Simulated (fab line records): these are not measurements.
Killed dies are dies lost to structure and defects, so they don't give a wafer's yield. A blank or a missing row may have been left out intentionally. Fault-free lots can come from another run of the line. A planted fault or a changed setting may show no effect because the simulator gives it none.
Chamber matching -- flow n5 finfet -- pecvd-03 running N5_BEOL_M12_DEP_53: 3 sister chambers
The step deposits SiCN from 3MS/NH3, target thk 30 nm, time 10.5 s. 3 wafers are shown with their chamber, then 11 later ones without.

EACH WAFER AND ITS CHAMBER
wafer,chamber,showerhead plenum p Torr (Torr)
L081.6,0,4.176
L088.5,1,4.127
L090.1,2,4.160

WAFERS MISSING THEIR CHAMBER
wafer,showerhead plenum p Torr (Torr)
L090.3,4.122
L090.5,4.186
L093.2,4.161
L093.3,4.160
L093.4,4.126
L095.2,4.153
L095.5,4.123
L095.6,4.167
L094.3,4.158
L094.4,4.127
L094.6,4.156

WHICH CHAMBER EACH ONE RAN IN
wafer,from the rows above,in truth
L090.3,1,1
L090.5,0,0
L093.2,2,2
L093.3,2,2
L093.4,1,1
L095.2,2,2
L095.5,1,1
L095.6,can't be placed: 2 or 0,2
L094.3,2,2
L094.4,1,1
L094.6,2,2
Correctly placed: 10 of 11. Not placeable from these rows: 1 (in 1, the candidates include the true chamber). Wrongly placed: 0.
How it was worked out, from the rows above alone: a wafer's distance from a chamber is the root of the sum, over the readings, of the square of ((its reading less the chamber's mean) divided by the reading's scatter). If the next closest chamber is less than 2 further off than the closest, the wafer can't be placed; otherwise it belongs to the closest. Each chamber's mean is taken over the wafers shown for it. The scatter: root of mean squared gap, hidden wafer to nearest shown wafer, with one shown wafer a chamber.
